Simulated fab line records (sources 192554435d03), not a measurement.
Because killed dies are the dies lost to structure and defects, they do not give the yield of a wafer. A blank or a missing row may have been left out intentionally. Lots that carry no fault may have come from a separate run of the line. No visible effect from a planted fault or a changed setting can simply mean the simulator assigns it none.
Comparing a struck lot with a sound one -- flow n5-finfet -- 15 out of 1938 route steps
Sound: wafers L552.1, L552.3, L552.4. Struck: wafer L559.1 (L559.2, L559.5, from the same lot, were not struck and are left out); the cause is given at the end.
Each step with rows lists, per side, the tool, then ch with its chambers, then its first start. Under that, the readings that differ: sound wafers -- struck wafers -- difference of the means -- sigmas: that difference in standard deviations of wafers without a fault.
alike: words and numbers the same on both sides, and readings whose means are apart by under 2 such deviations; not compared: readings that were withheld, readings missing a value for some wafer, numbers with overlapping values and no deviation given by the record, and bounds like >300 which may hide the same value.
Wherever a step has rows on one side only, a row that says differs or no value, or a row with sigmas, the two part there. When numbers do not overlap yet have no deviation, they are printed without sigmas and do not part them. A reading missing from all wafers of one side parts the sides only when that side holds two or more wafers.

first, 2 steps without rows for these wafers: N5_BEOL_M2_PEB_09 (peb time 60 s); N5_BEOL_M2_DEVELOP_10 (develop time 30 s).
N5_BEOL_M2_CD_MEAS_11 targets a cd of 16.79 nm.
  sound on cd-sem-03 ch 0, day 7 04:28; struck on cd-sem-03 ch 0, day 8 23:42
  alike: cd-nm
N5_BEOL_M2_OVL_MEAS_12:
  sound on overlay-02 ch 0, day 7 04:29; struck on overlay-01 ch 0, day 8 23:44
  alike: M2_OVL
N5_BEOL_M2_INSPECT_13: inspects for defects (brightfield).
  sound: defect-inspect-01 at day 7 04:32; struck: defect-inspect-01 at day 8 23:47
  alike: raw-defect-count
N5_BEOL_M2_DESCUM_16: chemistry O2, time 7 s.
  sound on rie-diel-01 ch 0,2,3, day 7 04:35; struck on rie-diel-01 ch 2, day 8 23:49
reading,sound,struck,difference,sigmas
oes-product-au (a.u.),0.68 0.73 0.80,0.95,+0.21,+2
rf-hours-counter-h (h),248 203 114,8,-180,
  alike: drypump-motor-current-A, rf-vpp-V, showerhead-plenum-p-Torr, throttle-valve-pct
N5_BEOL_M2_ETCH_74: etches underlayer in N2/H2, target depth 6.5 nm, time 5.2 s.
  sound on rie-diel-01 ch 0,2,3, day 7 04:37; struck on rie-diel-01 ch 2, day 8 23:52
reading,sound,struck,difference,sigmas
oes-product-au (a.u.),0.58 0.60 0.69,0.81,+0.19,+2
rf-hours-counter-h (h),248 203 114,8,-180,
throttle-valve-pct (%),17.8 18.2 18.3,17.4,-0.7,-2
  alike: drypump-motor-current-A, etch-rf-on-time-s, rf-vpp-V, showerhead-plenum-p-Torr
then, 1 step without rows for these wafers: N5_BEOL_M2_ETCH_63 (etches SiARC in CF4, target depth 15.6 nm, time 26 s).
N5_BEOL_M2_ETCH_64: etches SOC in N2/H2, target depth 75 nm, overetch 22.5 nm, time 121.9 s.
  sound on rie-diel-01 ch 0,2,3, day 7 04:40; struck on rie-diel-01 ch 2, day 8 23:54
reading,sound,struck,difference,sigmas
oes-product-au (a.u.),0.53 0.56 0.61,0.72,+0.15,+2
rf-hours-counter-h (h),248 203 114,8,-180,
  alike: drypump-motor-current-A, rf-vpp-V, showerhead-plenum-p-Torr, throttle-valve-pct
then, 2 steps without rows for these wafers: N5_BEOL_M2_STRIP_65 (strips in N2/H2); N5_BEOL_M2_STRIP_75 (strips in N2/H2).
N5_BEOL_M2_STRIP_66: strips in CF4.
  sound on rie-diel-01 ch 0,2,3, day 7 04:48; struck on rie-diel-01 ch 2, day 9 00:02
reading,sound,struck,difference,sigmas
oes-product-au (a.u.),0.68 0.72 0.79,0.94,+0.21,+2
rf-hours-counter-h (h),248 203 114,8,-180,
throttle-valve-pct (%),13.8 14.0 13.8,13.2,-0.7,-2
  alike: drypump-motor-current-A, rf-vpp-V, showerhead-plenum-p-Torr
N5_BEOL_M2_HM_OPEN_17: chemistry Cl2/BCl3, target TiN, target depth 20 nm, overetch 6 nm.
  sound on rie-metal-01 ch 0,1, day 7 04:50; struck on rie-metal-01 ch 0, day 9 00:05
reading,sound,struck,difference,sigmas
model.SOC_of_BEOL_M2_COAT_61.thk-nm (nm),52.2 52.6 52.6,51.6,-0.9,
  alike: drypump-motor-current-A, oes-product-au, throttle-valve-pct
  not compared: rf-hours-counter-h
N5_BEOL_M2_STRIP_19: strips in O2.
  sound on rie-diel-04 ch 1,2,3, day 7 05:03; struck on rie-diel-04 ch 2, day 9 00:16
reading,sound,struck,difference,sigmas
rf-hours-counter-h (h),222 225 52,240,+74,
  alike: drypump-motor-current-A, oes-product-au, rf-vpp-V, showerhead-plenum-p-Torr, throttle-valve-pct
N5_BEOL_M4_RC_MEAS_101:
  sound on prober-02 ch 0, day 8 11:34; struck on prober-02 ch 0, day 10 02:29
  alike: DIBL_N, DIBL_P, IOFF_N, IOFF_P, ION_N, ION_P, SS_N, SS_P, VT_N, VT_P

WHERE THEY PART
At N5_BEOL_M2_DESCUM_16 first; at N5_BEOL_M2_STRIP_66 last (within this record only). Later steps at which nothing parts them and some readings are alike: N5_BEOL_M2_HM_OPEN_17, N5_BEOL_M2_STRIP_19, N5_BEOL_M4_RC_MEAS_101.

WHY: what the simulator had put in
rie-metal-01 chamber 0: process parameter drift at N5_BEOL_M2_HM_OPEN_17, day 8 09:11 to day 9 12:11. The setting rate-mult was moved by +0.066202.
